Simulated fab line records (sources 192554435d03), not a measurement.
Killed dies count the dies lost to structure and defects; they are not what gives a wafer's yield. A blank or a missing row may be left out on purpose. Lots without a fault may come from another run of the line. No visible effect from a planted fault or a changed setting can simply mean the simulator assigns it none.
Lot-split experiment || flow n5_finfet || 7 lots, 21 wafers read, on a route of 1938 steps

## ON THE SPLIT
At N5_BEOL_M11_DESCUM_16 (chemistry O2, time 7.9 s), the setting time_s was moved away from the recipe's 7.9 s on 7 of the 21 wafers read, by -19.9% to +13.4%. For the rest of the wafers, this setting stayed at what the recipe calls for.

Reading taken at the split's own step.

## THE READING
CAR-ArF_of_BEOL_M11_COAT_05.thk_nm (the simulator's own value, which no gauge read), in nm, at N5_BEOL_M11_DESCUM_16 (chemistry O2, time 7.9 s). No usual value for it is given in the file. Across the 14 wafers here that went through the recipe, the average is 83.5 nm and the standard deviation 0.31 nm.

{"wafer": "L074.1", "tool, chamber at the split": "rie_diel-04, 2", "time_s as run, s": 6.328, "against the recipe": "-19.9%", "CAR-ArF_of_BEOL_M11_COAT_05.thk_nm, nm": 84.2, "against lot-mates on the recipe": "+1.2"}
{"wafer": "L074.2", "tool, chamber at the split": "rie_diel-04, 0,1", "time_s as run, s": 7.9, "against the recipe": "recipe", "CAR-ArF_of_BEOL_M11_COAT_05.thk_nm, nm": 83, "against lot-mates on the recipe": "-"}
{"wafer": "L074.5", "tool, chamber at the split": "rie_diel-04, 0,1", "time_s as run, s": 7.9, "against the recipe": "recipe", "CAR-ArF_of_BEOL_M11_COAT_05.thk_nm, nm": 83, "against lot-mates on the recipe": "-"}
{"wafer": "L075.1", "tool, chamber at the split": "rie_diel-01, 0", "time_s as run, s": 8.962, "against the recipe": "+13.4%", "CAR-ArF_of_BEOL_M11_COAT_05.thk_nm, nm": 82.2, "against lot-mates on the recipe": -1.4}
{"wafer": "L075.2", "tool, chamber at the split": "rie_diel-01, 3", "time_s as run, s": 7.9, "against the recipe": "recipe", "CAR-ArF_of_BEOL_M11_COAT_05.thk_nm, nm": 83.6, "against lot-mates on the recipe": "-"}
{"wafer": "L075.6", "tool, chamber at the split": "rie_diel-01, 3", "time_s as run, s": 8.962, "against the recipe": "+13.4%", "CAR-ArF_of_BEOL_M11_COAT_05.thk_nm, nm": 82.6, "against lot-mates on the recipe": -1.0}
{"wafer": "L079.4", "tool, chamber at the split": "rie_diel-04, 3", "time_s as run, s": 7.9, "against the recipe": "recipe", "CAR-ArF_of_BEOL_M11_COAT_05.thk_nm, nm": 83.4, "against lot-mates on the recipe": "-"}
{"wafer": "L079.5", "tool, chamber at the split": "rie_diel-04, 0", "time_s as run, s": 7.9, "against the recipe": "recipe", "CAR-ArF_of_BEOL_M11_COAT_05.thk_nm, nm": 84, "against lot-mates on the recipe": "-"}
{"wafer": "L079.6", "tool, chamber at the split": "rie_diel-04, 3", "time_s as run, s": 7.9, "against the recipe": "recipe", "CAR-ArF_of_BEOL_M11_COAT_05.thk_nm, nm": 83.6, "against lot-mates on the recipe": "-"}
{"wafer": "L080.1", "tool, chamber at the split": "rie_diel-04, 3,2", "time_s as run, s": 8.386, "against the recipe": "+6.2%", "CAR-ArF_of_BEOL_M11_COAT_05.thk_nm, nm": 83.2, "against lot-mates on the recipe": "+0.0"}
{"wafer": "L080.4", "tool, chamber at the split": "rie_diel-04, 3,2", "time_s as run, s": 8.386, "against the recipe": "+6.2%", "CAR-ArF_of_BEOL_M11_COAT_05.thk_nm, nm": 83.2, "against lot-mates on the recipe": "+0.0"}
{"wafer": "L080.5", "tool, chamber at the split": "rie_diel-04, 3", "time_s as run, s": 7.9, "against the recipe": "recipe", "CAR-ArF_of_BEOL_M11_COAT_05.thk_nm, nm": 83.2, "against lot-mates on the recipe": "-"}
{"wafer": "L085.1", "tool, chamber at the split": "rie_diel-05, 2", "time_s as run, s": 7.9, "against the recipe": "recipe", "CAR-ArF_of_BEOL_M11_COAT_05.thk_nm, nm": 83.8, "against lot-mates on the recipe": "-"}
{"wafer": "L085.3", "tool, chamber at the split": "rie_diel-05, 3", "time_s as run, s": 7.9, "against the recipe": "recipe", "CAR-ArF_of_BEOL_M11_COAT_05.thk_nm, nm": 83.2, "against lot-mates on the recipe": "-"}
{"wafer": "L085.6", "tool, chamber at the split": "rie_diel-05, 1", "time_s as run, s": 6.614, "against the recipe": "-16.3%", "CAR-ArF_of_BEOL_M11_COAT_05.thk_nm, nm": 84.4, "against lot-mates on the recipe": "+0.9"}
{"wafer": "L087.1", "tool, chamber at the split": "rie_diel-05, 2", "time_s as run, s": 7.9, "against the recipe": "recipe", "CAR-ArF_of_BEOL_M11_COAT_05.thk_nm, nm": 83.6, "against lot-mates on the recipe": "-"}
{"wafer": "L087.3", "tool, chamber at the split": "rie_diel-05, 1", "time_s as run, s": 8.866, "against the recipe": "+12.2%", "CAR-ArF_of_BEOL_M11_COAT_05.thk_nm, nm": 83.2, "against lot-mates on the recipe": -0.6}
{"wafer": "L087.5", "tool, chamber at the split": "rie_diel-05, 3", "time_s as run, s": 7.9, "against the recipe": "recipe", "CAR-ArF_of_BEOL_M11_COAT_05.thk_nm, nm": 84, "against lot-mates on the recipe": "-"}
{"wafer": "L096.1", "tool, chamber at the split": "rie_diel-05, 2,3,0", "time_s as run, s": 7.9, "against the recipe": "recipe", "CAR-ArF_of_BEOL_M11_COAT_05.thk_nm, nm": 83.4, "against lot-mates on the recipe": "-"}
{"wafer": "L096.3", "tool, chamber at the split": "rie_diel-05, 2,3,0", "time_s as run, s": 7.9, "against the recipe": "recipe", "CAR-ArF_of_BEOL_M11_COAT_05.thk_nm, nm": 83.4, "against lot-mates on the recipe": "-"}
{"wafer": "L096.4", "tool, chamber at the split": "rie_diel-05, 2,3,0", "time_s as run, s": 7.9, "against the recipe": "recipe", "CAR-ArF_of_BEOL_M11_COAT_05.thk_nm, nm": 83.4, "against lot-mates on the recipe": "-"}
If several chambers appear in one row, that row covers several wafers at once and the file leaves open which wafer was in which chamber.

THE FIT
A straight line over all 21 wafers: CAR-ArF_of_BEOL_M11_COAT_05.thk_nm changes by -0.0519 nm for each +1% of time_s; r = -0.80; the points scatter about the line by 0.32 nm.
The same after taking each lot's own level away (the mean of its wafers on the recipe; 21 wafers): -0.0627 nm for each +1%; r = -0.90; scatter 0.24 nm.
According to that fit, moving time_s by its largest amount changes the reading by 1.2 nm.
Across the lots, their own levels run from 83.00 to 83.80 nm, a range of 2.6 times the standard deviation given above.
So the lot-to-lot level blurs the effect unless lot-mates are compared.
Check: with one of the wafers moved furthest among these (-19.9%) left out of the fit, the line predicts +1.28 nm for it against its lot-mates. Against them it came out at +1.2 nm.

## ADDITIONAL SPLITS CARRIED BY THESE WAFERS
These wafers also went through other splits before the reading. Each is held against what the fit with the lots' levels taken away leaves over:
{"other split on the same wafers": "N5_BEOL_M10_HM_DEP_02 target_thk_a", "wafers away from the commonest value": 4, "r with CAR-ArF_of_BEOL_M11_COAT_05.thk_nm (lot level and that fit taken away)": -0.17}
{"other split on the same wafers": "N5_BEOL_M11_EXPOSE_08 dose_mj", "wafers away from the commonest value": 9, "r with CAR-ArF_of_BEOL_M11_COAT_05.thk_nm (lot level and that fit taken away)": -0.32}

## FILE'S OWN FIT
CAR-ArF_of_BEOL_M11_COAT_05.thk_nm changes by -0.0602 nm for each +1% of time_s, r = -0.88.
